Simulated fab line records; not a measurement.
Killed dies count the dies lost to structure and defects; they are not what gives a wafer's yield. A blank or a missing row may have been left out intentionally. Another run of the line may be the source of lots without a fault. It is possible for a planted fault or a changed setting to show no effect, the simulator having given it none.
Split-lot trial -- flow n5_finfet -- 39 wafers read from 7 lots, route of 1938 steps

THE SPLIT ITSELF
At N5_GATE_CUT_DESCUM_18 (chemistry O2, time 7 s), the setting time_s was moved away from the recipe's 7 s on 18 of the 39 wafers read, by -52.9% to +51.6%. All remaining wafers had this setting at the recipe value.

FROM THE SPLIT TO THE READING: what the file shows between them, 1 step
- N5_GATE_CUT_ETCH_28: etches underlayer in N2/H2, target depth 13 nm, time 10.4 s

THE READING
CAR-EUV_of_GATE_CUT_COAT_07.thk_nm (the simulator's own value, which no gauge read), in nm, at N5_GATE_CUT_ETCH_36 (etches SiARC in CF4, target depth 13 nm, time 21.7 s). No usual value for it is given in the file. Here, 21 wafers ran the recipe; their average is 7.0 nm with a standard deviation of 0.13 nm.

wafer,"tool, chamber at the split","time_s as run, s",against the recipe,"CAR-EUV_of_GATE_CUT_COAT_07.thk_nm, nm",against lot-mates on the recipe
L074.2,"rie_diel-06, 0,2,3",7,recipe,7,-
L074.6,"rie_diel-06, 0,2,3",7,recipe,7,-
L074.3,"rie_diel-06, 0,2,3",7,recipe,6.8,-
L075.1,"rie_diel-04, 3,2",10,+42.9%,5.6,-1.5
L075.2,"rie_diel-04, 0",10,+42.9%,5.6,-1.5
L075.3,"rie_diel-04, 1,2,3",7,recipe,7.2,-
L075.6,"rie_diel-04, 1,2,3",7,recipe,7.2,-
L075.4,"rie_diel-04, 3,2",10,+42.9%,5.4,-1.7
L075.5,"rie_diel-04, 1,2,3",7,recipe,7,-
L079.1,"rie_diel-01, 1,2",7,recipe,7,-
L079.2,"rie_diel-01, 3,2",3.299,-52.9%,9,+1.9
L079.4,"rie_diel-01, 1",3.299,-52.9%,9,+1.9
L079.3,"rie_diel-01, 3,2",3.299,-52.9%,8.8,+1.7
L079.5,"rie_diel-01, 1,2",7,recipe,7.2,-
L079.6,"rie_diel-01, 3",7,recipe,7.2,-
L080.1,"rie_diel-01, 2,3",10.61,+51.6%,5.2,-1.7
L080.2,"rie_diel-01, 2,3",10.61,+51.6%,5.2,-1.7
L080.3,"rie_diel-01, 1,0",7,recipe,6.8,-
L080.6,"rie_diel-01, 1,0",7,recipe,6.8,-
L080.4,"rie_diel-01, 0",7,recipe,7,-
L080.5,"rie_diel-01, 1",10.61,+51.6%,5,-1.9
L087.1,"rie_diel-06, 1,2",7,recipe,7,-
L087.4,"rie_diel-06, 3",7,recipe,7,-
L087.5,"rie_diel-06, 1,2",7,recipe,7,-
L087.2,"rie_diel-06, 2,3",4.645,-33.6%,8,+1.0
L087.3,"rie_diel-06, 0",4.645,-33.6%,8.2,+1.2
L087.6,"rie_diel-06, 2,3",4.645,-33.6%,8.2,+1.2
L089.1,"rie_diel-01, 2",7,recipe,7.2,-
L089.2,"rie_diel-01, 0,1",7,recipe,7,-
L089.3,"rie_diel-01, 0,1",7,recipe,7,-
L089.4,"rie_diel-01, 3,2",5.424,-22.5%,8,+0.9
L089.6,"rie_diel-01, 3,2",5.424,-22.5%,8,+0.9
L089.5,"rie_diel-01, 1",5.424,-22.5%,7.8,+0.7
L090.1,"rie_diel-01, 0,3,3",7,recipe,7,-
L090.2,"rie_diel-01, 2,1,0",5.642,-19.4%,7.8,+0.7
L090.5,"rie_diel-01, 2,1,0",5.642,-19.4%,7.8,+0.7
L090.3,"rie_diel-01, 2,1,0",5.642,-19.4%,7.6,+0.5
L090.4,"rie_diel-01, 0,3,3",7,recipe,7.2,-
L090.6,"rie_diel-01, 0,3,3",7,recipe,7.2,-
When a row names more than one chamber, that row covers several wafers, and the file does not tell which wafer ran in which chamber.

FIT RESULTS
A straight line over all 39 wafers: CAR-EUV_of_GATE_CUT_COAT_07.thk_nm changes by -0.0358 nm for each +1% of time_s; r = -0.99; the points scatter about the line by 0.13 nm.
The same after taking each lot's own level away (the mean of its wafers on the recipe; 39 wafers): -0.0347 nm for each +1%; r = -0.99; scatter 0.11 nm.
On that fit, the largest move of time_s shifts the reading by 1.8 nm.
Measured against the standard deviation above, the lots' own levels, which go from 6.87 to 7.13 nm, span 2.0 times it.
The two slopes are in agreement: the lot-to-lot level therefore moves the slope only a little.
Check: +1.82 nm against its lot-mates is what the line predicts for one of the wafers moved furthest among these (-52.9%) when that wafer is left out of the fit. It came out at +1.87 nm against them.

OTHER SPLITS ON THESE WAFERS
Before the reading, these wafers also passed through other splits. Each is held against what the fit with the lots' levels taken away leaves over:
other split on the same wafers,wafers away from the commonest value,r with CAR-EUV_of_GATE_CUT_COAT_07.thk_nm (lot level and that fit taken away)
N5_FIN_SAQP_SPACER1_ALD_24 ald_cycles,15,-0.25
N5_SD_EPI_P_DESCUM_14 time_s,18,+0.03

THE WHOLE CHAIN: every reading that the file lists as answering this split, in the file's order
step,what it does,reading,change (the file's fit),r (the file's)
N5_GATE_CUT_DESCUM_18,"chemistry O2, time 7 s","CAR-EUV_of_GATE_CUT_COAT_07.thk_nm (the simulator's own value, which no gauge read)",-0.0343 nm for each +1% of the setting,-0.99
N5_GATE_CUT_ETCH_36,"etches SiARC in CF4, target depth 13 nm, time 21.7 s","CAR-EUV_of_GATE_CUT_COAT_07.thk_nm (the simulator's own value, which no gauge read)",-0.0346 nm for each +1% of the setting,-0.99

FILE'S OWN FIT
CAR-EUV_of_GATE_CUT_COAT_07.thk_nm changes by -0.0346 nm for each +1% of time_s, r = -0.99.
